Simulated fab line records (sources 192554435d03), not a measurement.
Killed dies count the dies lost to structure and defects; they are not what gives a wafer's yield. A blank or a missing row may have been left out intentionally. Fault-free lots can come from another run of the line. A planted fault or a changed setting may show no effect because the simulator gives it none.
Problem report in the 8D (eight disciplines) form, filled by code / flow n5Finfet / the parts of the form that need people (team, actions taken, sign-off) are left out

== 1. PROBLEM STATEMENT ==
A mean of 24931 W is read at N5_BEOL_M15_SPUTTER_45 for cathodeDcPowerW, taken on 1 wafer of 1 lot, against 25999 W (standard deviation 4.8) on wafers free of any fault. So: -99 or more standard deviations from the usual mean.
The step: material Cu, target thk 100 nm, time 16.67 s.
Seen first at day 16 19:05 on pvdSputter-01, wafer L944.6. Wafers with a number at this step in the record: 33, from 11 lots. By rule, "out" or "out of limits" means more than 4 standard deviations away from the usual mean. Any other wafer with a number is counted as sound.

== 2. WHAT IT IS; WHAT IT IS NOT ==
question=which readings at this step | is=cathodeDcPowerW | is not=throttleValvePct
question=which lots | is=L944 | is not=L927, L928, L930, L931, L933, L934, L935, L937, L947, L948
question=which wafers of those lots | is=L944.6 | is not=L944.4, L944.5
question=read on which tools | is=pvdSputter-01 | is not=pvdSputter-02, pvdSputter-03
question=when | is=from day 16 19:05 | is not=up to then (26 sound wafers); but 6 sound wafers of L947, L948 came after

== 3. SUSPECTS, AND WHAT RULES EACH OUT ==
Counting: any tool at a process step up to the reading remains a suspect provided it ran every lot that is out. Sound lots after the first of them don't rule it out here, since some wafers of a struck lot are sound.
- rieDiel-01 at N5_BEOL_M15_STRIP_62 (strips in O2): kept. It ran the lot that is out, L944 (day 16 18:53); its last sound lot up to then is L937 (day 14 22:16). N5_BEOL_M15_STRIP_62: start missing for some lots; hours and lot order therefore follow N5_BEOL_M15_PRE_CLEAN_42.
- pvdSputter-01 at N5_BEOL_M15_PRE_CLEAN_42 (time 30 s): kept. It ran the lot that is out, L944 (day 16 18:53); its last sound lot up to then is L937 (day 14 22:16).
- pvdSputter-01 at N5_BEOL_M15_SPUTTER_45 (material Cu, target thk 100 nm, time 16.67 s): kept. It ran the lot that is out, L944 (day 16 19:05); its last sound lot up to then is L937 (day 14 22:28). Its own readings are out on those wafers: cathodeDcPowerW.
rieDiel-01 at N5_BEOL_M15_STRIP_62, pvdSputter-01 at N5_BEOL_M15_PRE_CLEAN_42 and pvdSputter-01 at N5_BEOL_M15_SPUTTER_45 are what is left after counting.

== 4. THE CAUSE (what the simulator had put in) ==
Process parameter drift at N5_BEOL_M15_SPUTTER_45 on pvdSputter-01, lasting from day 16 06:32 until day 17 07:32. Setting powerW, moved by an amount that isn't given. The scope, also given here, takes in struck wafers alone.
3 suspects survive the count, and this tool is in that group.

== 5. THE CHAIN OF EFFECTS, in route order ==
One row per reading whose mean, taken over the struck wafers that have a number, lies over 3 standard deviations from the usual. Only readings for which the record gives a usual standard deviation are gone through. hours: the time from each lot's start at the first step in this table that gives one to its start at this step, as a median over the lots. sigmas: the change in usual standard deviations.
hours=0; step=N5_BEOL_M15_SPUTTER_45; reading=cathodeDcPowerW; usual=25999 W; on struck wafers=24931; change=-1068; sigmas=-99 or more
Its process steps:
- N5_BEOL_M15_SPUTTER_45: material Cu, target thk 100 nm, time 16.67 s.

== 6. WHAT WOULD HAVE CAUGHT IT SOONER ==
In this record the first reading out of limits was taken at day 16 19:05, 13 hours after the fault began at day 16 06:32.
